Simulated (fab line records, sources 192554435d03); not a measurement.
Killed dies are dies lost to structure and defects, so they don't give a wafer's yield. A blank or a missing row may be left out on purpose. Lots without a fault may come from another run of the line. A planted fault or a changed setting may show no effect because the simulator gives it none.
Split-lot experiment | flow n5_finfet | 7 lots, 21 wafers read, on a route of 1938 steps

THE SPLIT
At N5_GATE_CUT_EXPOSE_10 (exposes mask GATE CUT, target cd 20 nm), the setting dose_mj was moved away from the recipe's 43.25 on 8 of the 21 wafers read, by -4.8% to +5.0%. The other wafers ran this setting at the recipe's value.

FROM THE SPLIT TO THE READING: what the file shows between them, 13 steps
- N5_GATE_CUT_PEB_11: peb time 60 s
- N5_GATE_CUT_DEVELOP_12: develop time 30 s
- N5_GATE_CUT_DESCUM_18: chemistry O2, time 7 s
- N5_GATE_CUT_ETCH_28: etches underlayer in N2/H2, target depth 13 nm, time 10.4 s
- N5_GATE_CUT_ETCH_36: etches SiARC in CF4, target depth 13 nm, time 21.7 s
- N5_GATE_CUT_ETCH_37: etches SOC in N2/H2, target depth 60 nm, overetch 12 nm, time 90 s
- N5_GATE_CUT_STRIP_38: strips in N2/H2
- N5_GATE_CUT_STRIP_41: strips in CF4
- N5_GATE_CUT_STRIP_42: strips in O2
- N5_GATE_CUT_ETCH_19: etches SiNx in CH3F/O2, target depth 53.7 nm, time 76.7 s
- N5_GATE_CUT_CUT_ETCH_53: etches W in SF6/Cl2, target depth 79.2 nm
- N5_GATE_CUT_CUT_ETCH_54: etches TiN in Cl2/BCl3, target depth 96.7 nm
- N5_GATE_CUT_CUT_ETCH_55: etches HfO2 in BCl3, target depth 3.2 nm

THE READING
GATE_CUT.cd_nm (the simulator's own value, which no gauge read), in nm, at N5_GATE_CUT_ETCH_47 (etches SiO2 in Cl2/BCl3, target depth 10 nm). The file gives no usual value for it. The 13 wafers here that ran the recipe average 20.1 nm, standard deviation 0.25 nm.

wafer  | tool, chamber at the split | dose_mj as run | against the recipe | GATE_CUT.cd_nm, nm | against lot-mates on the recipe
L076.1 | euv_scanner-01, 0          | 43.25          | recipe             | 19.8               | -
L076.2 | euv_scanner-01, 0          | 43.25          | recipe             | 20                 | -
L076.5 | euv_scanner-01, 0          | 41.42          | -4.2%              | 18.6               | -1.3
L077.4 | euv_scanner-01, 0          | 43.25          | recipe             | 19.8               | -
L077.5 | euv_scanner-01, 0          | 43.25          | recipe             | 20                 | -
L077.6 | euv_scanner-01, 0          | 41.6           | -3.8%              | 18.8               | -1.1
L082.1 | euv_scanner-02, 0          | 43.25          | recipe             | 20.2               | -
L082.5 | euv_scanner-02, 0          | 43.25          | recipe             | 20.2               | -
L082.2 | euv_scanner-02, 0          | 43.25          | recipe             | 20                 | -
L084.2 | euv_scanner-02, 0          | 43.25          | recipe             | 20.6               | -
L084.5 | euv_scanner-02, 0          | 43.25          | recipe             | 20.6               | -
L084.6 | euv_scanner-02, 0          | 43.25          | recipe             | 20.4               | -
L089.1 | euv_scanner-02, 0          | 42.16          | -2.5%              | 19.8               | -0.4
L089.4 | euv_scanner-02, 0          | 42.16          | -2.5%              | 19.8               | -0.4
L089.6 | euv_scanner-02, 0          | 43.25          | recipe             | 20.2               | -
L093.2 | euv_scanner-01, 0          | 43.25          | recipe             | 20                 | -
L093.4 | euv_scanner-01, 0          | 45.41          | +5.0%              | 21                 | +1.0
L093.5 | euv_scanner-01, 0          | 45.41          | +5.0%              | 21                 | +1.0
L094.1 | euv_scanner-01, 0          | 43.25          | recipe             | 20                 | -
L094.2 | euv_scanner-01, 0          | 41.17          | -4.8%              | 18.6               | -1.4
L094.4 | euv_scanner-01, 0          | 41.17          | -4.8%              | 19                 | -1.0

THE FIT
A straight line over all 21 wafers: GATE_CUT.cd_nm changes by +0.24 nm for each +1% of dose_mj; r = +0.91; the points scatter about the line by 0.3 nm.
The same after taking each lot's own level away (the mean of its wafers on the recipe; 21 wafers): +0.233 nm for each +1%; r = +0.97; scatter 0.15 nm.
On that fit, the largest move of dose_mj shifts the reading by 1.2 nm.
The lots' own levels span 19.90 to 20.53 nm, that is 2.5 times the standard deviation above.
So the lot-to-lot level changes the slope little: the two slopes agree.
Check: with one of the wafers moved furthest among these (+5.0%) left out of the fit, the line predicts +1.18 nm for it against its lot-mates. It came out at +1 nm against them.

THE WHOLE CHAIN: every reading that the file lists as answering this split, in the file's order
step                  | what it does                                              | reading                                                         | change (the file's fit)               | r (the file's)
N5_GATE_CUT_DESCUM_18 | chemistry O2, time 7 s                                    | GATE_CUT.cd_nm (the simulator's own value, which no gauge read) | +0.23 nm for each +1% of the setting  | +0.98
N5_GATE_CUT_ETCH_36   | etches SiARC in CF4, target depth 13 nm, time 21.7 s      | GATE_CUT.cd_nm (the simulator's own value, which no gauge read) | +0.224 nm for each +1% of the setting | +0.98
N5_GATE_CUT_ETCH_19   | etches SiNx in CH3F/O2, target depth 53.7 nm, time 76.7 s | GATE_CUT.cd_nm (the simulator's own value, which no gauge read) | +0.243 nm for each +1% of the setting | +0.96
N5_GATE_CUT_ETCH_47   | etches SiO2 in Cl2/BCl3, target depth 10 nm               | GATE_CUT.cd_nm (the simulator's own value, which no gauge read) | +0.247 nm for each +1% of the setting | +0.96

THE FILE'S OWN FIT
GATE_CUT.cd_nm changes by +0.247 nm for each +1% of dose_mj, r = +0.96.
